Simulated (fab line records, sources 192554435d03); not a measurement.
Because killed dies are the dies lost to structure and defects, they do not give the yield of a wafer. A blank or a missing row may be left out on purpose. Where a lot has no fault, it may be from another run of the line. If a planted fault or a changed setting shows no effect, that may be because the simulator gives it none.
Chamber matching + flow n5 finfet + N5_BEOL_M9_STRIP_67 on rie diel-06 has 4 sister chambers
The step strips in CF4. 4 wafers are shown with their chamber, then 9 later ones without.

## WAFERS PAIRED WITH THEIR CHAMBERS
| wafer  | chamber | showerhead plenum p Torr (Torr) |
|--------|---------|---------------------------------|
| L084.3 | 1       | 1.90                            |
| L086.1 | 0       | 1.76                            |
| L086.2 | 3       | 1.75                            |
| L086.3 | 2       | 1.80                            |

## WAFERS WITH NO CHAMBER GIVEN
| wafer  | showerhead plenum p Torr (Torr) |
|--------|---------------------------------|
| L086.4 | 1.90                            |
| L086.5 | 1.76                            |
| L086.6 | 1.77                            |
| L088.2 | 1.80                            |
| L088.3 | 1.90                            |
| L088.5 | 1.76                            |
| L090.2 | 1.80                            |
| L090.3 | 1.76                            |
| L090.4 | 1.75                            |

## EACH ONE'S CHAMBER
| wafer  | from the rows above | in truth                   |
|--------|---------------------|----------------------------|
| L086.4 | 1                   | 1                          |
| L086.5 | 0                   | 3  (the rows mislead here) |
| L086.6 | 0                   | 0                          |
| L088.2 | 2                   | 2                          |
| L088.3 | 1                   | 1                          |
| L088.5 | 0                   | 0                          |
| L090.2 | 2                   | 2                          |
| L090.3 | 0                   | 0                          |
| L090.4 | 3                   | 3                          |
Correct placement for 8 of the 9. Number that these rows cannot place: 0. 1 placed wrongly.
How it was worked out, from the rows above alone: a wafer's distance from a chamber is the root of the sum, over the readings, of the square of ((its reading less the chamber's mean) divided by the reading's scatter). The wafer belongs to the nearest chamber; if the next one is less than 2 further off, it can't be placed. Each chamber's mean is taken over the wafers shown for it. The scatter: with one shown wafer a chamber, the root of the mean of the squares of how far each hidden wafer lies from its nearest shown one.
